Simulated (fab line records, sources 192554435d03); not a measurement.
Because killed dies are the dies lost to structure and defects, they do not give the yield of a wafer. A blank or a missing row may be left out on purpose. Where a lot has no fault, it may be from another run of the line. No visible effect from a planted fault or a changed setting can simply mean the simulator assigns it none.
Lot-split experiment | flow n5Finfet | on a route of 1938 steps: 7 lots, 21 wafers read

== THE SPLIT ==
At N5_BEOL_M1_EXPOSE_25 (exposes mask V0, defocus 5 nm, target cd 24 nm), the setting doseMj was moved away from the recipe's 63 on 5 of the 21 wafers read, by -2.5% to +6.0%. This setting was run at the recipe's value on the other wafers.

== FROM THE SPLIT TO THE READING: what the file shows between them, 2 steps ==
- N5_BEOL_M1_PEB_26: peb time 60 s
- N5_BEOL_M1_DEVELOP_27: develop time 30 s

== THE READING ==
cdNm, in nm, at N5_BEOL_M1_CD_MEAS_28 (target cd y 23.3 nm). On this fab line, fault-free wafers typically give 23.99 nm with a standard deviation of 0.24 nm.

wafer  | tool, chamber at the split | doseMj as run | against the recipe | cdNm, nm | against lot-mates on the recipe
L074.2 | euvScanner-02, 0           | 63            | recipe             | 24.24    | -
L074.4 | euvScanner-02, 0           | 63            | recipe             | 23.72    | -
L074.6 | euvScanner-02, 0           | 63            | recipe             | 24.16    | -
L080.2 | euvScanner-01, 0           | 63            | recipe             | 24.25    | -
L080.5 | euvScanner-01, 0           | 63            | recipe             | 23.99    | -
L080.6 | euvScanner-01, 0           | 63            | recipe             | 24.13    | -
L081.1 | euvScanner-01, 0           | 66.75         | +6.0%              | 25.29    | +1.30
L081.3 | euvScanner-01, 0           | 63            | recipe             | 24.42    | -
L081.5 | euvScanner-01, 0           | 63            | recipe             | 23.56    | -
L084.2 | euvScanner-01, 0           | 63            | recipe             | 23.76    | -
L084.3 | euvScanner-01, 0           | 66.62         | +5.7%              | 25.10    | +1.34
L084.4 | euvScanner-01, 0           | 66.62         | +5.7%              | 25.29    | +1.53
L085.1 | euvScanner-02, 0           | 63            | recipe             | 23.86    | -
L085.2 | euvScanner-02, 0           | 63            | recipe             | 23.82    | -
L085.3 | euvScanner-02, 0           | 63            | recipe             | 24.02    | -
L089.1 | euvScanner-01, 0           | 61.41         | -2.5%              | 23.54    | -0.68
L089.4 | euvScanner-01, 0           | 63            | recipe             | 24.22    | -
L089.6 | euvScanner-01, 0           | 61.41         | -2.5%              | 23.40    | -0.82
L094.1 | euvScanner-02, 0           | 63            | recipe             | 24.03    | -
L094.2 | euvScanner-02, 0           | 63            | recipe             | 24.08    | -
L094.6 | euvScanner-02, 0           | 63            | recipe             | 24.33    | -

FIT RESULTS
A straight line over all 21 wafers: cdNm changes by +0.208 nm for each +1% of doseMj; r = +0.91; the points scatter about the line by 0.22 nm.
The same after taking each lot's own level away (the mean of its wafers on the recipe; 21 wafers): +0.247 nm for each +1%; r = +0.95; scatter 0.19 nm.
Per that fit: largest doseMj move, reading shift of 1.5 nm.
The lots' own levels span 23.760 to 24.220 nm, that is 1.9 times the standard deviation above.
In other words, the slope is changed by the lot-to-lot level; the two fits disagree.
Check: for one of the wafers moved furthest among these (+6.0%), held out of the fit, the line's prediction against its lot-mates is +1.52 nm. It came out at +1.3 nm against them.

== ADDITIONAL SPLITS CARRIED BY THESE WAFERS ==
Other splits were also applied to these wafers ahead of the reading. Each is held against what the fit with the lots' levels taken away leaves over:
other split on the same wafers           | wafers away from the commonest value | r with cdNm (lot level and that fit taken away)
N5_HKMG_FIN_ETCH_32 biasW                | 6                                    | -0.15
N5_MOL_CONTACT_COAG_ETCH_105 biasW       | 2                                    | +0.34
N5_MOL_CONTACT_COAG_ETCH_124 sourceW     | 9                                    | -0.33
N5_BEOL_M0_SAQP_SPACER1_ALD_98 aldCycles | 8                                    | -0.21
N5_BEOL_M0_SAQP_CUT_ETCH_46 timeS        | 7                                    | +0.09

== FILE'S OWN FIT ==
cdNm changes by +0.238 nm for each +1% of doseMj, r = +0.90.
